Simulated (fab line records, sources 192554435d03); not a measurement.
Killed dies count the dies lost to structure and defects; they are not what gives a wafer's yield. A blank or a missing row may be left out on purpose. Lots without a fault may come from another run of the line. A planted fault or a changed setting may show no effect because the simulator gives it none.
Chamber matching || flow n5_finfet || rie_diel-06 running N5_FIN_SAQP_DESCUM_21: 4 sister chambers
The step chemistry O2, time 7.9 s. 8 wafers are shown with their chamber, then 7 later ones without.

== WAFERS WITH THEIR CHAMBER ==
{"wafer": "L086.1", "chamber": 0, "drypump_motor_current_A (A)": 6.8, "throttle_valve_pct (%)": 20.00}
{"wafer": "L086.2", "chamber": 3, "drypump_motor_current_A (A)": 4.9, "throttle_valve_pct (%)": 20.44}
{"wafer": "L086.4", "chamber": 1, "drypump_motor_current_A (A)": 5.7, "throttle_valve_pct (%)": 20.81}
{"wafer": "L088.2", "chamber": 0, "drypump_motor_current_A (A)": 6.9, "throttle_valve_pct (%)": 20.01}
{"wafer": "L088.3", "chamber": 2, "drypump_motor_current_A (A)": 5.9, "throttle_valve_pct (%)": 20.24}
{"wafer": "L088.5", "chamber": 2, "drypump_motor_current_A (A)": 5.9, "throttle_valve_pct (%)": 20.23}
{"wafer": "L093.1", "chamber": 3, "drypump_motor_current_A (A)": 4.9, "throttle_valve_pct (%)": 20.47}
{"wafer": "L093.4", "chamber": 1, "drypump_motor_current_A (A)": 5.7, "throttle_valve_pct (%)": 20.80}

== WAFERS WHOSE CHAMBER IS MISSING ==
{"wafer": "L093.5", "drypump_motor_current_A (A)": 5.9, "throttle_valve_pct (%)": 20.24}
{"wafer": "L095.1", "drypump_motor_current_A (A)": 4.9, "throttle_valve_pct (%)": 20.47}
{"wafer": "L095.3", "drypump_motor_current_A (A)": 5.9, "throttle_valve_pct (%)": 20.24}
{"wafer": "L095.4", "drypump_motor_current_A (A)": 5.7, "throttle_valve_pct (%)": 20.81}
{"wafer": "L097.1", "drypump_motor_current_A (A)": 4.9, "throttle_valve_pct (%)": 20.49}
{"wafer": "L097.4", "drypump_motor_current_A (A)": 4.9, "throttle_valve_pct (%)": 20.47}
{"wafer": "L097.5", "drypump_motor_current_A (A)": 5.9, "throttle_valve_pct (%)": 20.23}

== EACH ONE'S CHAMBER ==
{"wafer": "L093.5", "from the rows above": 2, "in truth": 2}
{"wafer": "L095.1", "from the rows above": 3, "in truth": 3}
{"wafer": "L095.3", "from the rows above": 2, "in truth": 2}
{"wafer": "L095.4", "from the rows above": 1, "in truth": 1}
{"wafer": "L097.1", "from the rows above": 3, "in truth": 3}
{"wafer": "L097.4", "from the rows above": 3, "in truth": 3}
{"wafer": "L097.5", "from the rows above": 2, "in truth": 2}
Correctly placed: 7 of 7. Number that these rows cannot place: 0. 0 placed wrongly.
How it was worked out, from the rows above alone: a wafer's distance from a chamber is the root of the sum, over the readings, of the square of ((its reading less the chamber's mean) divided by the reading's scatter). The wafer belongs to the nearest chamber; if the next one is less than 2 further off, it can't be placed. For every chamber, the mean is computed from those of its wafers that are shown. The scatter: take each reading less its chamber's mean, square it, sum over the shown wafers, divide by the number of wafers less the number of chambers, and take the root.
